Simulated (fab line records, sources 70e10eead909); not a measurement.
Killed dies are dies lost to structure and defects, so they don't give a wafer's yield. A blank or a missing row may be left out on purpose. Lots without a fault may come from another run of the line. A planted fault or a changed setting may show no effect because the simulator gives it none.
fab line records | flow nand_harc
record lots=11 wafers=32 last_day=26
route steps=1159 shown A_CONTACT@864 END@1159
lots that met no fault: from a run of the same line without faults
start_h: hours from the record's first day to the start of the lot's first wafer shown | wait_h: hours since the lot's step before | " the same as in the row above | L1.1+2: a row that stands for several wafers | - no value, or no start given | * or withheld: withheld | < > ~ a bound
route shown NAME@n: a module of which the file shows steps, and the number in the route of the first | usual: mean/standard deviation of fault-free wafers | same: alike in all rows | chamber/n: place in a boat | sites: the reading at each site | _std_site: their standard deviation | _edge_site: outer sites' mean less inner sites' | radius_mm: how far each site lies from the wafer's centre | mask NAME#n: copy n | behind: the tool/chamber that last shaped the wafer | hold: why the lot was held/for how many hours/how that ended | device: the transistor (n, p or np) that didn't switch | end of line: the same wafers' tests at the end of the route | a step without rows: its recipe alone | killed: dies lost to structure and defects at the first sort, not the wafer's yield | map: a wafer's dies, x killed, . not, _ none there
set.NAME: the setting as run; set.NAME@STEP: as run at that earlier step | model.NAME: the simulator's own value behind a step, which no gauge read
steps of the route over a sample of lots; a table a step, a row a wafer
services: from which hour (start_h, from the record's first day; less than 0 if before it) a tool's chamber was out of use, for how many hours, and why
## steps
# step NHARC_A_CONTACT_ETCH_113
# recipe source_w=withheld pressure_mtorr=20 bias_v=3000 time_s=94 target_depth_a=9220 ar_flow_sccm=withheld c4f8_flow_sccm=withheld o2_flow_sccm=withheld chemistry=C4F8/O2/Ar
# usual run_length_s=94/0
# columns lot.wafer tool chamber start_h wait_h rf_hours_counter_h run_length_s
L280.1 har_cap_etch-03 0 373.23 0.1 84 94
L280.3 " 0 " " - 94
L280.6 " 1 " " - 94
L278.1 har_cap_etch-02 0 375.14 0.1 7 94
L278.3 " 0 " " - 94
L278.6 " 0 " " - 94
L279.3 har_cap_etch-03 1 379.38 0.1 - 94
L279.4 " 0 " " - 94
L279.5 " 1 " " - 94
L282.1 har_cap_etch-03 0 387.30 0.1 89 94
L282.3 " 0 " " - 94
L282.5 " 0 " " - 94
L283.2 har_cap_etch-02 0 390.34 0.1 12 94
L283.3 " 0 " " - 94
L283.4 " 1 " " - 94
L281.3 har_cap_etch-03 0 391.98 0.1 - 94
L281.6 " 1 " " - 94
L281.5 " 0 " " - 94
L284.1 har_cap_etch-03 1 418.83 0.1 93 94
L284.4 " 0 " " - 94
L284.5 " 1 " " - 94
L286.3 har_cap_etch-02 1 420.31 0.1 - 94
L286.6 " 1 " " - 94
L286.5 " 0 " " - 94
L285.4 har_cap_etch-03 1 432.11 0.1 - 94
L285.6 " 0 " " - 94
L285.5 " 1 " " - 94
L290.2 har_cap_etch-02 0 448.10 0.1 22 94
L290.4 " 0 " " - 94
L300.3 har_cap_etch-01 0 515.11 0.1 - 94
L300.6 " 0 " " - 94
L300.5 " 1 " " - 94
# step NHARC_A_CONTACT_ETCH_90
# recipe target_depth_a=400 over_etch_frac=0.5 time_s=85.7 ion_energy_ev=120 ch3f_flow_sccm=50 o2_flow_sccm=30 ar_flow_sccm=200 rf_w=500 bias_w=100 chemistry=CH3F/O2
# usual ch3f_flow_sccm=50.00/0.15 drypump_motor_current_A=5.7/0.5 oes_product_au=0.96/0.038 rf_fwd_power_W=496.3/1.5 rf_vpp_V=244.5/1.5 run_length_s=106.5/0.35 showerhead_plenum_p_Torr=2.47/0.09 throttle_valve_pct=20.663/0.0091
# columns lot.wafer tool chamber start_h wait_h ch3f_flow_sccm drypump_motor_current_A oes_product_au rf_fwd_power_W rf_hours_counter_h rf_vpp_V run_length_s showerhead_plenum_p_Torr throttle_valve_pct
L280.3 rie_diel-13 0 375.26 0.6 49.95 5.6 0.93 494.5 17 243.3 105.9 2.46 20.659
L280.1 " 1 " " 50.16 5.2 0.93 495.7 16 246.0 106.8 2.50 20.667
L280.6 " 1 " " 50.24 5.2 0.93 493.1 - 245.0 106.5 2.50 20.660
L278.3 rie_diel-13 3 377.05 0.4 49.91 6.2 0.99 495.4 16 244.4 106.6 2.55 20.671
L278.1 " 1 " " 50.13 5.2 1.01 494.4 17 244.5 106.5 2.50 20.660
L278.6 " 3 " " 49.96 6.2 1.00 496.3 - 245.6 106.4 2.55 20.667
L279.3 rie_diel-13 1 381.04 0.4 49.98 5.2 1.01 496.1 19 245.4 106.5 2.50 20.664
L279.4 " 2 " " 50.07 6.1 1.03 495.8 16 242.4 106.7 2.33 20.656
L279.5 " 0 " " 50.03 5.6 1.00 495.9 - 242.1 106.2 2.46 20.674
L282.3 rie_diel-13 1 388.82 0.4 50.30 5.2 0.93 494.0 21 244.4 106.9 2.50 20.655
L282.1 " 2 " " 50.06 6.0 0.95 493.3 19 242.3 106.9 2.33 20.671
L282.5 " 0 " " 49.98 5.6 0.92 497.0 - 244.7 106.2 2.46 20.667
L283.3 rie_diel-07 2 391.84 0.4 49.98 5.9 0.93 497.9 56 245.0 106.9 2.56 20.655
L283.2 " 0 " " 49.76 6.7 0.93 497.0 61 243.9 106.5 2.36 20.655
L283.4 " 0 " " 50.15 6.6 0.93 496.4 - 242.5 106.0 2.36 20.668
L281.3 rie_diel-13 1 393.48 0.4 49.94 5.2 1.01 495.2 21 243.4 106.5 2.50 20.668
L281.6 " 3 " " 50.05 6.2 1.00 497.5 - 246.9 106.8 2.55 20.663
L281.5 " 0 " " 49.72 5.6 0.99 496.9 - 244.2 106.2 2.46 20.664
L284.1 rie_diel-11 3 420.33 0.5 50.12 6.6 1.01 495.5 19 244.2 107.0 2.50 20.654
L284.4 " 0 " " 50.13 5.8 1.01 495.8 22 244.4 106.2 2.47 20.660
L284.5 " 3 " " 50.40 6.6 1.02 494.5 - 246.1 106.7 2.50 20.679
L286.3 rie_diel-13 2 421.83 0.5 50.26 6.1 0.95 495.2 24 243.1 107.4 2.33 20.653
L286.6 " 3 " " 49.98 6.2 0.93 497.1 - 246.3 106.3 2.54 20.660
L286.5 " 0 " " 49.68 5.6 0.92 498.5 - 244.3 106.1 2.46 20.651
L285.4 rie_diel-13 1 433.59 0.4 49.85 5.2 1.01 494.8 30 244.7 106.6 2.49 20.643
L285.6 " 0 " " 50.00 5.5 0.99 497.8 - 245.4 106.0 2.45 20.667
L285.5 " 1 " " 49.91 5.2 1.00 494.4 - 244.1 106.8 2.49 20.676
L290.2 rie_diel-13 0 449.61 0.5 49.96 5.6 0.93 499.9 33 244.2 106.2 2.45 20.653
L290.4 " 1 " " 50.02 5.2 0.95 494.7 32 245.2 106.5 2.49 20.674
L300.3 rie_diel-07 2 517.03 0.5 50.25 6.0 0.93 498.9 21 244.9 106.5 2.55 20.670
L300.6 " 3 " " 49.87 5.6 0.93 494.3 - 246.7 106.1 2.60 20.666
L300.5 " 0 " " 49.95 6.7 0.94 497.7 - 240.9 106.2 2.34 20.659
# step NHARC_A_CONTACT_ETCH_96
# recipe target_depth_a=200 over_etch_frac=0.5 time_s=10 ion_energy_ev=250 c4f6_flow_sccm=25 o2_flow_sccm=20 ar_flow_sccm=500 rf_w=600 bias_w=500 chemistry=C4F6/O2
# usual drypump_motor_current_A=5.8/0.5 oes_product_au=0.975/0.028 rf_fwd_power_W=585.6/2 rf_vpp_V=546.9/2.9 run_length_s=30.8/0.31 showerhead_plenum_p_Torr=3.93/0.14 throttle_valve_pct=26.904/0.0092
# columns lot.wafer tool chamber start_h wait_h drypump_motor_current_A oes_product_au rf_fwd_power_W rf_hours_counter_h rf_vpp_V run_length_s showerhead_plenum_p_Torr throttle_valve_pct
L280.3 rie_diel-13 0 375.39 - 5.6 0.954 583.3 17 546.6 30.2 3.93 26.914
L280.1 " 3 " " 6.2 0.945 586.1 16 550.6 31.3 4.06 26.910
L280.6 " 0 " " 5.6 0.953 585.0 - 546.2 30.2 3.92 26.906
L278.3 rie_diel-13 2 377.20 - 6.0 1.026 585.8 15 542.6 30.7 3.74 26.899
L278.1 " 0 " " 5.6 1.010 586.9 17 546.5 30.5 3.92 26.913
L278.6 " 2 " " 6.0 1.033 584.5 - 544.4 30.9 3.74 26.903
L279.3 rie_diel-13 3 381.16 - 6.2 1.002 586.3 18 549.7 30.8 4.06 26.915
L279.4 " 1 " " 5.2 1.013 584.9 19 549.0 30.9 3.98 26.906
L279.5 " 2 " " 6.0 1.032 586.9 - 543.0 30.7 3.74 26.906
L282.1 rie_diel-13 1 388.93 - 5.2 0.950 584.8 21 548.5 30.9 3.98 26.901
L282.3 " 2 " " 6.1 0.963 584.4 19 542.7 30.7 3.74 26.902
L282.5 " 0 " " 5.6 0.955 585.4 - 546.4 30.7 3.92 26.895
L283.3 rie_diel-07 2 392.01 0.1 6.0 0.964 587.3 56 550.2 30.8 4.07 26.910
L283.2 " 0 " " 6.6 0.963 586.3 61 544.1 30.2 3.77 26.898
L283.4 " 2 " " 6.0 0.960 583.6 - 549.5 30.7 4.07 26.903
L281.3 rie_diel-13 1 393.60 - 5.2 1.012 584.7 21 547.5 31.5 3.98 26.902
L281.5 " 2 " " 6.1 1.030 586.2 - 542.9 30.7 3.74 26.906
L281.6 " 3 " " 6.2 1.004 586.9 - 548.8 30.9 4.06 26.907
L284.4 rie_diel-11 3 420.46 - 6.6 1.020 582.6 19 547.9 31.4 3.99 26.907
L284.1 " 1 " " 5.5 0.978 584.6 23 548.0 30.3 4.06 26.909
L284.5 " 0 " " 5.8 1.006 583.2 - 547.4 30.3 3.94 26.903
L286.3 rie_diel-13 1 421.93 - 5.2 0.955 585.4 27 548.0 30.6 3.98 26.907
L286.5 " 2 " " 6.0 0.949 584.8 - 542.5 31.1 3.73 26.921
L286.6 " 3 " " 6.2 0.961 584.4 - 549.5 31.0 4.05 26.890
L285.4 rie_diel-13 2 433.71 - 6.0 1.001 - 27 542.1 27.5 3.73 26.920
L285.6 " 2 " " 6.0 1.007 - - 544.0 27.3 3.73 26.901
L285.5 " 3 " " 6.2 0.991 585.8 - 550.1 30.8 4.05 26.911
L290.2 rie_diel-13 0 449.73 - 5.6 0.956 586.1 33 545.5 30.2 3.92 26.901
L290.4 " 1 " " 5.2 0.949 - 32 548.7 27.5 3.97 26.913
L300.3 rie_diel-07 3 517.24 - 5.6 0.971 588.0 34 549.2 30.8 4.14 26.890
L300.5 " 1 " " 4.8 0.934 589.3 - 543.4 30.5 3.77 26.893
L300.6 " 2 " " 6.0 0.963 584.3 - 548.6 31.1 4.06 26.907
# step NHARC_A_CONTACT_CD_MEAS_53
# usual cd_nm=189.5/0.82
# columns lot.wafer tool chamber start_h wait_h cd_nm
L280.1 cd_sem-03 - 375.47 - 188.6
L280.3 " - " " 189.0
L280.6 " - " " 188.6
L278.1 cd_sem-02 - 377.27 - 189.6
L278.3 " - " " 189.7
L278.6 " - " " 189.9
L279.3 cd_sem-01 - 381.25 - 188.3
L279.4 " - " " 188.1
L279.5 " - " " 188.8
L282.1 cd_sem-01 - 389.00 - 189.0
L282.3 " - " " 189.1
L282.5 " - " " 190.2
L283.2 cd_sem-01 - 392.09 - 189.8
L283.3 " - " " 189.7
L283.4 " - " " 190.0
L281.3 cd_sem-01 - 393.68 - 187.1
L281.5 " - " " 188.0
L281.6 " - " " 188.1
L284.1 cd_sem-03 - 420.55 - 188.7
L284.4 " - " " 189.8
L284.5 " - " " 189.3
L286.3 cd_sem-03 - 422.01 - 189.5
L286.5 " - " " 190.6
L286.6 " - " " 190.2
L285.4 cd_sem-02 - 433.80 - 189.9
L285.5 " - " " 189.0
L285.6 " - " " 189.8
L290.2 cd_sem-03 - 449.82 - 190.3
L290.4 " - " " 189.5
L300.3 cd_sem-02 - 517.32 - 191.0
L300.5 " - " " 189.5
L300.6 " - " " 190.8
# step NHARC_END_SORT_01
# recipe temp_c=25
# usual killed_at_array=27/12 killed_at_other=0.9/1.1 killed_at_periphery=3.2/2.4 killed_dies=31/12 killed_open=3.3/1.7 killed_short=2.0/1.6
# same gross_dies=677
# columns lot.wafer tool chamber start_h wait_h killed_at_array killed_at_other killed_at_periphery killed_dies killed_open killed_short
L285.4 prober-01 0 566.06 3.4 440 2 3 445 1 1
L285.5 prober-01 0 566.85 3.7 30 0 7 37 4 0
L285.6 prober-01 0 567.64 4.0 434 0 1 435 7 0
L290.2 prober-02 0 587.67 2.8 21 0 5 26 6 2
L290.4 prober-02 0 589.27 3.4 473 2 3 478 5 2
# killed by level:class
L285.4 A_CONTACT:area_etch=416 A_SLIT:chamber_film_flake=13 A_CHANNEL_HOLE_D1:chamber_film_flake=4 P_M1:chamber_film_flake=2 A_CONTACT:chamber_film_flake=2 A_CONTACT:geometric_particle:open=1 A_CONTACT:geometric_particle:short=1 P_CONTACT:chamber_film_flake=1
L285.5 A_SLIT:chamber_film_flake=15 A_CONTACT:chamber_film_flake=6 P_M1:chamber_film_flake=4 P_M1:geometric_particle:open=2 A_STAIRCASE:chamber_film_flake=2 A_WL_FILL:chamber_film_flake=2 A_BONDPAD:chamber_film_flake=2 A_WL_FILL:geometric_particle:open=1
L285.6 A_CONTACT:area_etch=397 A_SLIT:chamber_film_flake=14 A_CONTACT:geometric_particle:open=5 A_CHANNEL_HOLE_D1:chamber_film_flake=4 A_STAIRCASE:chamber_film_flake=4 A_CONTACT:chamber_film_flake=4 A_ZERO_WELL:chamber_film_flake=2 A_ONON_D1:geometric_particle:open=1
L290.2 A_CHANNEL_HOLE_D1:chamber_film_flake=5 A_CONTACT:chamber_film_flake=5 A_STAIRCASE:chamber_film_flake=4 A_CONTACT:geometric_particle:open=3 P_M0:chamber_film_flake=2 P_CONTACT:geometric_particle:open=1 A_ONON_D1:geometric_particle:short=1 A_ONON_D1:geometric_particle:open=1
L290.4 A_CONTACT:area_etch=451 A_CHANNEL_HOLE_D1:chamber_film_flake=7 A_STAIRCASE:chamber_film_flake=6 P_GATE:chamber_film_flake=2 A_CONTACT:chamber_film_flake=2 P_CONTACT:geometric_particle:short=1 HYBRID_BOND:chamber_film_flake=1 A_CHANNEL_FILL_D1:geometric_particle:open=1
## services
# columns tool chamber start_h hours kind
rie_diel-13 2 353.43 10.8 repair
rie_diel-11 0 353.65 4.1 repair
rie_diel-13 0 358.51 - clean
rie_diel-13 1 358.51 - clean
rie_diel-13 3 358.51 - clean
rie_diel-13 3 363.34 4.3 repair
rie_diel-11 - 366.67 9.0 pm
rie_diel-07 3 371.03 30.2 repair
rie_diel-13 0 383.04 - clean
rie_diel-13 1 383.04 - clean
rie_diel-13 2 383.04 - clean
rie_diel-13 3 383.04 - clean
rie_diel-07 - 405.26 9.0 pm
rie_diel-13 0 407.59 - clean
rie_diel-13 1 407.59 - clean
rie_diel-13 2 407.59 - clean
rie_diel-13 3 407.59 - clean
har_cap_etch-01 - 411.28 0.1 repair
rie_diel-13 0 432.09 - clean
rie_diel-13 1 432.09 - clean
rie_diel-07 2 443.45 30.7 repair
rie_diel-07 0 448.96 4.0 repair
rie_diel-13 - 453.00 9.0 pm
rie_diel-13 0 516.32 3.3 repair
## key
first_sign step=NHARC_A_CONTACT_ETCH_96 reading=run_length_s direction=down sigmas=11 usual=* struck=*
effect step=NHARC_END_SORT_01 reading=killed_at_array direction=up sigmas=36 usual=27 struck=449
more_kills_born_at NHARC_A_CONTACT_ETCH_96@rie_diel-13=1264
met_at NHARC_A_CONTACT_ETCH_96
struck_lots L285,L290
struck_wafers L285.4,L285.6,L290.4
later_rows_left_out L285.4,L285.6,L290.4
tester_left_out L285,L290
not_acting_at NHARC_A_CONTACT_ETCH_113,NHARC_A_CONTACT_ETCH_90,NHARC_A_CONTACT_CD_MEAS_53
onset_between 421.93 433.71
fault kind=process_parameter_drift tool=rie_diel-13 chamber=- onset_h=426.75 steps=NHARC_A_CONTACT_ETCH_96 channel=time_s offset=* shape=step end_h=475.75 scope=struck_wafers_only acts_in=* stated=*
# tester_left_out: of these lots the tester's yield and bins aren't shown, on N5 and GAA mostly nor the transistor test; their killed dies are dies lost to structure and defects alone, not to doping, threshold or leakage, so they don't give the yield
# later_rows_left_out: the simulator's readings of these wafers behind a module that went badly wrong aren't trusted and aren't shown, but for the sort
